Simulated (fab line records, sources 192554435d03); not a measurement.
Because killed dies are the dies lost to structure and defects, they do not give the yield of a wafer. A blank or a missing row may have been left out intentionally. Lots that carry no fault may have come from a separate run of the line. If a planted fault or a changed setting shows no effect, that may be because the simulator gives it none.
Matching of chambers | flow n5-finfet | 4 sister chambers for N5_BEOL_M11_ETCH_61 on rie-diel-03
The step etches SiARC in CF4, target depth 39 nm, time 65 s. 4 wafers are shown with their chamber, then 8 later ones without.

== WAFERS, EACH WITH ITS CHAMBER ==
wafer  | chamber | drypump-motor-current-A (A)
L082.1 | 1       | 4.8
L086.5 | 0       | 5.3
L087.4 | 2       | 5.7
L094.1 | 3       | 6.6

== WAFERS WITHOUT THEIR CHAMBER ==
wafer  | drypump-motor-current-A (A)
L094.2 | 5.7
L094.4 | 4.8
L093.2 | 5.3
L093.4 | 6.6
L093.5 | 5.8
L097.1 | 5.7
L097.2 | 5.3
L097.6 | 6.6

== CHAMBER TAKEN BY EACH ==
wafer  | from the rows above | in truth
L094.2 | 2                   | 2
L094.4 | 1                   | 1
L093.2 | 0                   | 0
L093.4 | 3                   | 3
L093.5 | 2                   | 2
L097.1 | 2                   | 2
L097.2 | 0                   | 0
L097.6 | 3                   | 3
8 of 8 placed correctly. Number that these rows cannot place: 0. Placed wrongly: 0.
How it was worked out, from the rows above alone: a wafer's distance from a chamber is the root of the sum, over the readings, of the square of ((its reading less the chamber's mean) divided by the reading's scatter). The wafer belongs to the nearest chamber; if the next one is less than 2 further off, it can't be placed. A chamber's mean is the mean of its shown wafers. The scatter (one wafer shown for each chamber): square how far every hidden wafer sits from the nearest shown wafer, average those squares and take the square root.
